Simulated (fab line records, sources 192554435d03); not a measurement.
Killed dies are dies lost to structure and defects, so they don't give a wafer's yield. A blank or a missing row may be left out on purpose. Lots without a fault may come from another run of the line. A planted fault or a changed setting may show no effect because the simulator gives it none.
fab line records | flow n5_finfet
record lots=5 wafers=15 last_day=17
route steps=1938 shown PASSIVATION@1903
lots that met no fault: from a run of the same line without faults
start_h: hours from the record's first day to the start of the lot's first wafer shown | wait_h: hours since the lot's step before | " the same as in the row above | L1.1+2: a row that stands for several wafers | - no value, or no start given | * or withheld: withheld | < > ~ a bound
route shown NAME@n: a module of which the file shows steps, and the number in the route of the first | usual: mean/standard deviation of fault-free wafers | same: alike in all rows | chamber/n: place in a boat | sites: the reading at each site | _std_site: their standard deviation | _edge_site: outer sites' mean less inner sites' | radius_mm: how far each site lies from the wafer's centre | mask NAME#n: copy n | behind: the tool/chamber that last shaped the wafer | hold: why the lot was held/for how many hours/how that ended | device: the transistor (n, p or np) that didn't switch | end of line: the same wafers' tests at the end of the route | a step without rows: its recipe alone | killed: dies lost to structure and defects at the first sort, not the wafer's yield | map: a wafer's dies, x killed, . not, _ none there
set.NAME: the setting as run; set.NAME@STEP: as run at that earlier step | model.NAME: the simulator's own value behind a step, which no gauge read
lots at some steps of the route; a table a step, a row a wafer
services: from which hour (start_h, from the record's first day; less than 0 if before it) a tool's chamber was out of use, for how many hours, and why
## steps
# step N5_PASSIVATION_DEVELOP_29
# recipe develop_time_s=60 rinse_liquid=diw dry=air_spin dev_temp_c=21
# usual chill_plate_temp_C=23.00/0.11
# columns lot.wafer tool chamber start_h wait_h chill_plate_temp_C
L082.4 litho_track-04 0 - - 22.84
L082.5 " 0 " " 22.99
L082.6 " 0 " " 22.97
L088.1 litho_track-01 0 - - 23.04
L088.3 " 0 " " 22.92
L088.4 " 0 " " 23.23
L087.3 litho_track-03 0 - - 22.81
L087.5 " 0 " " 22.90
L087.6 " 0 " " 22.98
L089.2 litho_track-03 0 - - 22.85
L089.3 " 0 " " 22.91
L089.5 " 0 " " 22.94
L093.1 litho_track-03 0 - - 22.77
L093.4 " 0 " " 23.14
L093.6 " 0 " " 22.96
# step N5_PASSIVATION_HARDBAKE_31
# recipe temp_c=130 time_s=120
# usual chill_plate_temp_C=22.97/0.09
# columns lot.wafer tool chamber start_h wait_h chill_plate_temp_C
L082.4 litho_track-04 0 - - 23.00
L082.5 " 0 " " 22.81
L082.6 " 0 " " 22.94
L088.1 litho_track-01 0 - - 23.10
L088.3 " 0 " " 23.08
L088.4 " 0 " " 22.86
L087.3 litho_track-03 0 - - 22.87
L087.5 " 0 " " 23.03
L087.6 " 0 " " 22.84
L089.2 litho_track-03 0 - - 23.06
L089.3 " 0 " " 23.01
L089.5 " 0 " " 23.06
L093.1 litho_track-03 0 - - 23.05
L093.4 " 0 " " 22.88
L093.6 " 0 " " 22.86
# step N5_PASSIVATION_CD_MEAS_30
# recipe target_cd_nm=4000 landing_energy_ev=500 detector=se_inlens polarity=opening
# usual cd_nm=4000.4/2.9
# columns lot.wafer tool chamber start_h wait_h cd_nm
L082.4 cd_sem-03 0 308.46 - 4000.4
L082.5 " 0 " " 3998.8
L082.6 " 0 " " 4003.2
L088.1 cd_sem-02 0 358.83 - 3997.7
L088.3 " 0 " " 3997.5
L088.4 " 0 " " 3999.6
L087.3 cd_sem-03 0 362.71 - 4001.1
L087.5 " 0 " " 3999.1
L087.6 " 0 " " 4000.2
L089.2 cd_sem-02 0 364.94 - 3998.2
L089.3 " 0 " " 3996.5
L089.5 " 0 " " 4001.9
L093.1 cd_sem-02 0 393.27 - 3996.5
L093.4 " 0 " " 4004.2
L093.6 " 0 " " 4002.2
# step N5_PASSIVATION_OVL_MEAS_63
# recipe points_per_wafer=44
# usual PAD_OVL=0/4.9
# same points_per_wafer=44
# columns lot.wafer tool chamber start_h wait_h PAD_OVL[nm]
L082.4 overlay-02 0 308.49 0.0 3
L082.5 " 0 " " 0
L082.6 " 0 " " -1
L088.1 overlay-01 0 358.86 0.0 -1
L088.3 " 0 " " 4
L088.4 " 0 " " 0
L087.3 overlay-01 0 362.74 0.0 -7
L087.5 " 0 " " -4
L087.6 " 0 " " 0
L089.2 overlay-01 0 364.97 0.0 0
L089.3 " 0 " " 10
L089.5 " 0 " " 3
L093.1 overlay-01 0 393.30 0.0 1
L093.4 " 0 " " -2
L093.6 " 0 " " -3
# step N5_PASSIVATION_INSPECT_64
# recipe mode=adi inspect_instrument=macro
# usual raw_defect_count=2.0/1.3
# columns lot.wafer tool chamber start_h wait_h raw_defect_count
L082.4 defect_inspect-01 - 308.51 0.0 4
L082.5 " - " " 2
L082.6 " - " " 1
L088.1 defect_inspect-01 - 358.88 0.0 4
L088.3 " - " " 5
L088.4 " - " " 0
L087.3 defect_inspect-02 - 362.76 0.0 1
L087.5 " - " " 3
L087.6 " - " " 1
L089.2 defect_inspect-02 - 365.00 0.0 1
L089.3 " - " " 0
L089.5 " - " " 2
L093.1 defect_inspect-02 - 393.33 0.0 2
L093.4 " - " " 2
L093.6 " - " " 1
# step N5_PASSIVATION_DESCUM_32
# recipe chemistry=O2 time_s=7.9 source_power_w=50 bias_power_w=20 pressure_mtorr=20 rf_frequency_hz=2.712e+07 temp_c=40 o2_flow_sccm=225
# usual drypump_motor_current_A=5.5/0.38 oes_product_au=0.78/0.082 rf_vpp_V=242.7/1.7 showerhead_plenum_p_Torr=2.06/0.093 throttle_valve_pct=20.4/0.33
# columns lot.wafer tool chamber start_h wait_h drypump_motor_current_A oes_product_au rf_hours_counter_h rf_vpp_V showerhead_plenum_p_Torr throttle_valve_pct
L082.4 rie_diel-01 3 308.55 0.0 5.9 0.68 239 242.3 2.18 20.8
L082.5 " 0 " " 6.0 0.86 - 240.6 2.00 20.1
L082.6 " 3 " " 5.9 0.68 - 245.0 2.18 20.8
L088.1 rie_diel-01 2 358.98 0.1 5.4 0.77 135 243.0 2.14 20.7
L088.3 " 3 " " 5.9 0.99 2 244.7 2.17 20.4
L088.4 " 1 " " 5.2 0.72 217 243.1 2.05 20.5
L087.3 rie_diel-04 0 362.86 0.1 6.0 0.82 77 244.1 2.11 20.2
L087.5 " 0 " " 6.1 0.80 - 243.7 2.11 20.2
L087.6 " 3 " " 5.1 0.80 - 245.0 2.13 20.0
L089.2 rie_diel-01 2 365.04 0.0 5.4 0.77 138 242.9 2.14 20.8
L089.3 " 3 " " 5.9 0.96 5 244.0 2.17 20.4
L089.5 " 0 " " 6.0 0.84 - 241.8 2.00 20.1
L093.1 rie_diel-05 0 393.36 0.0 4.9 0.93 13 245.2 2.20 20.0
L093.4 " 3 " " 5.0 0.87 32 243.2 2.13 20.2
L093.6 " 2 " " 5.7 0.70 - 239.8 1.91 21.1
# step N5_PASSIVATION_AL_ETCH_33
# recipe chemistry=Cl2/BCl3 target_depth_a=28000 over_etch_frac=0.15 Cl2_flow_sccm=180 bcl3_flow_sccm=60 target=Al stop_on=TaN time_s=466.7 ion_energy_ev=100 pressure_mtorr=10 icp_w=900 bias_w=100
# usual drypump_motor_current_A=5.8/0.44 oes_product_au=0.67/0.059 throttle_valve_pct=34.6/0.33
# same over_etch_frac=0.15
# columns lot.wafer tool chamber start_h wait_h drypump_motor_current_A oes_product_au rf_hours_counter_h throttle_valve_pct
L082.4 rie_metal-02 0 308.77 0.2 5.9 0.62 - 34.9
L082.5 " 1 " " 6.3 0.69 - 34.7
L082.6 " 0 " " 5.9 0.62 - 34.9
L088.1 rie_metal-03 0 359.08 0.1 5.8 0.74 26 34.8
L088.3 " 1 " " 6.1 0.85 - 33.8
L088.4 " 0 " " 5.8 0.75 - 34.8
L087.3 rie_metal-01 0 363.08 0.2 5.6 0.64 - 34.5
L087.5 " 0 " " 5.6 0.64 - 34.5
L087.6 " 1 " " 4.9 0.67 - 34.0
L089.2 rie_metal-02 1 365.12 0.1 6.3 0.68 46 34.6
L089.3 " 1 " " 6.3 0.67 - 34.7
L089.5 " 0 " " 5.9 0.61 - 34.9
L093.1 rie_metal-03 1 393.45 0.1 6.1 0.83 6 33.8
L093.4 " 0 " " 5.8 0.72 - 34.8
L093.6 " 0 " " 5.8 0.73 - 34.8
## services
# columns tool chamber start_h hours kind
rie_diel-01 1 286.84 1.3 repair
rie_diel-05 3 295.88 15.1 repair
rie_metal-03 1 307.77 - clean
rie_metal-03 1 307.77 16.0 scheduled_down
rie_metal-03 1 307.77 16.0 vent_cycle
rie_diel-01 0 311.92 8.4 repair
rie_diel-05 0 314.81 2.2 repair
rie_metal-01 - 314.85 14.6 pm
rie_metal-03 - 318.78 0.3 repair
rie_diel-01 3 337.19 - clean
rie_diel-01 3 337.19 - consumable_replace:focus_ring
rie_diel-01 3 337.19 15.0 scheduled_down
rie_diel-01 3 337.19 15.0 vent_cycle
rie_diel-05 0 342.27 - clean
rie_diel-05 0 342.27 - consumable_replace:focus_ring
rie_diel-05 0 342.27 - consumable_replace:showerhead
rie_diel-05 0 342.27 16.1 scheduled_down
rie_diel-05 0 342.27 16.1 vent_cycle
litho_track-04 - 342.51 - consumable_replace:filter
rie_metal-02 - 353.42 1.4 pm
litho_track-03 - 359.05 - consumable_replace:filter
rie_metal-02 1 375.49 21.2 repair
## key
fault none
